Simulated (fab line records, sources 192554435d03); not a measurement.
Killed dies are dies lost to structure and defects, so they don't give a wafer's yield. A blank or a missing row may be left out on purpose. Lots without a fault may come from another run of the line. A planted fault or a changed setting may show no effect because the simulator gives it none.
Chamber matching | flow n5_finfet | N5_ZERO_LAYER_PECVD_02 on pecvd-02: 3 sister chambers
The step deposits SiO2 from SiH4/N2O, target thk 10 nm, time 6 s. 20 wafers are shown with their chamber, then 10 later ones without.

WAFERS WITH THEIR CHAMBER
wafer  | chamber | showerhead_plenum_p_Torr (Torr) | heater_power_w (W)
L074.2 | 0       | 8.05                            | 731
L074.3 | 2       | 7.94                            | 757
L074.5 | 1       | 8.41                            | 849
L077.1 | 0       | 8.04                            | 653
L077.3 | 2       | 7.91                            | 674
L077.6 | 1       | 8.45                            | 689
L078.1 | 2       | 7.93                            | 687
L078.3 | 1       | 8.42                            | 790
L078.6 | 2       | 7.91                            | 684
L079.1 | 2       | 7.90                            | 713
L079.3 | 0       | 8.03                            | 710
L079.6 | 2       | 7.94                            | 705
L081.2 | 2       | 7.92                            | 682
L081.3 | 2       | 7.90                            | 734
L081.5 | 2       | 7.91                            | 713
L083.2 | 0       | 8.04                            | 706
L083.4 | 2       | 7.92                            | 795
L083.5 | 1       | 8.43                            | 725
L085.3 | 1       | 8.42                            | 799
L085.4 | 1       | 8.42                            | 777

SIGNATURES (means of the wafers above)
reading                  | chamber 0 | chamber 1 | chamber 2 | scatter within a chamber
showerhead_plenum_p_Torr | 8.0400    | 8.4250    | 7.9180    | 0.0135
heater_power_w           | 700.00    | 771.50    | 714.40    | 43.8
Rule: a wafer's distance from a chamber is the root of the sum, over the readings, of the square of ((its reading less the chamber's mean) divided by the reading's scatter). The wafer belongs to the nearest chamber; if the next one is less than 2 further off, it can't be placed. The scatter: the root of (the sum of the squares of (reading less its chamber's mean) over the shown wafers, divided by (wafers less chambers)).

WAFERS WITHOUT THEIR CHAMBER
wafer  | showerhead_plenum_p_Torr (Torr) | heater_power_w (W)
L085.6 | 7.93                            | 692
L089.4 | 7.93                            | 722
L089.5 | 8.05                            | 622
L089.6 | 8.43                            | 735
L090.1 | 8.42                            | 822
L090.2 | 7.90                            | 805
L090.5 | 8.41                            | 852
L097.2 | 7.95                            | 788
L097.5 | 8.44                            | 869
L097.6 | 8.04                            | 622

WHICH CHAMBER EACH WENT THROUGH
wafer  | from the rows above | in truth
L085.6 | 2                   | 2
L089.4 | 2                   | 2
L089.5 | 0                   | 0
L089.6 | 1                   | 1
L090.1 | 1                   | 1
L090.2 | 2                   | 2
L090.5 | 1                   | 1
L097.2 | 2                   | 2
L097.5 | 1                   | 1
L097.6 | 0                   | 0
Placed correctly: 10 of 10. Can't be placed from these rows: 0. Placed wrongly: 0.
